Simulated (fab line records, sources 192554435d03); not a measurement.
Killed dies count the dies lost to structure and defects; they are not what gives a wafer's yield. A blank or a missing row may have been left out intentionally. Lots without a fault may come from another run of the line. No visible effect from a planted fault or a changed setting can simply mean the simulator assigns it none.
Comparing a struck lot with a sound one || flow n5-finfet || 39 steps out of a route of 1938
Sound: these wafers, L592.1, L592.2, L592.4. Wafers L590.2, L590.4, L590.6 were the ones struck. Last of all comes the cause.
Each step with rows lists, per side, the tool, then ch with its chambers, then its first start. Under that, the readings that differ: sound wafers || struck wafers || difference of the means || sigmas: that difference in standard deviations of wafers without a fault.
alike: words and numbers the same on both sides, and readings whose means are apart by under 2 such deviations; not compared: readings that were withheld, readings missing a value for some wafer, numbers with overlapping values and no deviation given by the record, and bounds like >300 which may hide the same value.
Wherever a step has rows on one side only, a row that says differs or no value, or a row with sigmas, the two part there. When numbers do not overlap yet have no deviation, they are printed without sigmas and do not part them. A reading that every wafer of one side lacks parts them only if that side has two wafers or more.

first, 11 steps without rows for these wafers: N5_BEOL_M5_DESCUM_33 (chemistry O2, time 7 s); N5_BEOL_M5_ETCH_75 (etches underlayer in N2/H2, target depth 6.5 nm, time 5.2 s); N5_BEOL_M5_ETCH_67 (etches SiARC in CF4, target depth 15.6 nm, time 26 s); N5_BEOL_M5_ETCH_68 (etches SOC in N2/H2, target depth 80 nm, overetch 16 nm, time 120 s); N5_BEOL_M5_STRIP_69 (strips in N2/H2); N5_BEOL_M5_STRIP_76 (strips in N2/H2); N5_BEOL_M5_VIA_ETCH_34 (etches SiCOH lowk in C4F6/O2, target depth 88.3 nm, time 39.2 s); N5_BEOL_M5_STRIP_85 (strips in C4F6/O2); N5_BEOL_M5_STRIP_36 (strips in N2/H2); N5_BEOL_M5_TRENCH_ETCH_37 (etches SiCOH lowk in C4F6/O2, target depth 71.652 nm, time 24.7 s); N5_BEOL_M5_ETCH_41 (etches SiCN in CH3F/O2, target depth 31.5 nm, time 56.7 s).
N5_BEOL_M5_STRIP_91: strips in N2/H2, time 10 s.
  sound on rie-diel-03 ch 0,1,3, day 14 11:46; struck on rie-diel-05 ch 0,1,3, day 14 03:24
  alike: drypump-motor-current-A, oes-product-au, rf-vpp-V, showerhead-plenum-p-Torr, throttle-valve-pct
  not compared: rf-hours-counter-h
then, 26 steps without rows for these wafers: N5_BEOL_M5_HM_STRIP_39 (strips TiN in peroxide tin strip, target depth 25 nm, time 158 s); N5_BEOL_M5_SRD_40 (time 30 s); N5_BEOL_M5_PRECLEAN_42 (cleans in residue remover, time 60 s); N5_BEOL_M5_SRD_43 (time 30 s); N5_BEOL_M5_CURE_80 (cures SiCOH lowk, time 120 s); N5_BEOL_M5_DEGAS_44 (time 60 s); N5_BEOL_M5_PRE_CLEAN_45 (time 30 s); N5_BEOL_M5_ALD_86 (deposits TaN, pulse time 2 s, purge time 3 s, co reactant purge time 2 s); N5_BEOL_M5_SURFACE_TREAT_87; N5_BEOL_M5_CVD_47 (deposits Co from CCTBA/H2, target thk 3 nm, time 216 s); N5_BEOL_M5_SPUTTER_48 (material Cu, target thk 15 nm, time 27.62 s); N5_BEOL_M5_ANNEAL_49 (time 1800 s); N5_BEOL_M5_SPUTTER_81 (material Cu, target thk 15 nm, time 27.62 s); N5_BEOL_M5_ANNEAL_82 (time 1800 s); N5_BEOL_M5_SPUTTER_83 (material Cu, target thk 15 nm, time 27.62 s); N5_BEOL_M5_ANNEAL_84 (time 1800 s); N5_BEOL_M5_SPUTTER_88 (material Cu, target thk 15 nm, time 27.62 s); N5_BEOL_M5_ANNEAL_89 (time 1800 s); N5_BEOL_M5_SPUTTER_90 (material Cu, target thk 4.5 nm, time 8.29 s); N5_BEOL_M5_ECD_50 (material Cu, target thk 300 nm); N5_BEOL_M5_ANNEAL_51 (time 90 s); N5_BEOL_M5_CMP_52 (polishes, stops on SiCOH lowk, t overpolish 6.9 s, target thk 62 nm); N5_BEOL_M5_PRE_CLEAN_77 (time 15 s); N5_BEOL_M5_CO_CAP_78 (material Co, precursor CCTBA/H2, target thk 2 nm, time 102.1 s); N5_BEOL_M5_PRE_CLEAN_55 (time 15 s); N5_BEOL_M5_DEP_56 (deposits SiCN from 3MS/NH3, target thk 8 nm, time 14 s).
-- a jump in the record: the struck wafers' starts before and after are 5 days apart (it breaks off in module BEOL_M5 and resumes in module PASSIVATION, where the first step shown is number 1936 of the route) --
N5_PASSIVATION_PROBE_49:
  only the struck wafers here have rows in the record (prober-02, day 18 21:41); the sound ones have none

== WHERE THEY PART ==
Only at N5_PASSIVATION_PROBE_49, within this record.

WHY: whatever the simulator had introduced
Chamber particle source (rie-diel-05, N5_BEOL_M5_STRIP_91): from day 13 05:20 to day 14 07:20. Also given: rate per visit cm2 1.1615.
